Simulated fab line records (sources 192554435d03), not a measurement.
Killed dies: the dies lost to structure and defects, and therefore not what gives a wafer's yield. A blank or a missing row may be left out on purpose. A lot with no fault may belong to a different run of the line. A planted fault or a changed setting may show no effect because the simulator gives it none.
Matching of chambers ; flow n5 finfet ; 3 sister chambers for N5_BEOL_M7_CURE_74 on uv cure-03
The step cures SiCOH lowk, time 240 s. 3 wafers are shown with their chamber, then 11 later ones without.

## EACH WAFER AND ITS CHAMBER
wafer;chamber;wafer_temp_C_max
L079.6;0;386.8
L080.5;1;386.7
L084.2;2;387.7

## WAFERS WITH NO CHAMBER GIVEN
wafer;wafer_temp_C_max
L084.4;387.6
L084.6;387.4
L086.3;386.2
L086.4;386.2
L086.6;386.1
L090.3;387.1
L090.4;387.4
L090.6;387.0
L093.1;387.0
L093.5;387.7
L093.6;387.1

## WHICH CHAMBER EACH WENT THROUGH
wafer;from the rows above;in truth
L084.4;2;2
L084.6;can't be placed: 2 or 0 or 1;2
L086.3;can't be placed: 1 or 0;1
L086.4;can't be placed: 1 or 0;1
L086.6;can't be placed: 1 or 0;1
L090.3;can't be placed: 0 or 1 or 2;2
L090.4;can't be placed: 2 or 0 or 1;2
L090.6;can't be placed: 0 or 1 or 2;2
L093.1;can't be placed: 0 or 1 or 2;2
L093.5;2;2
L093.6;can't be placed: 0 or 1 or 2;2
2 of 11 placed correctly. Cannot be placed on the basis of these rows: 9; the candidates contain the true chamber in 9. Number placed wrongly: 0.
How it was worked out, from the rows above alone: a wafer's distance from a chamber is the root of the sum, over the readings, of the square of ((its reading less the chamber's mean) divided by the reading's scatter). If the next closest chamber is less than 2 further off than the closest, the wafer can't be placed; otherwise it belongs to the closest. For every chamber, the mean is computed from those of its wafers that are shown. The scatter (one wafer shown for each chamber): square how far every hidden wafer sits from the nearest shown wafer, average those squares and take the square root.
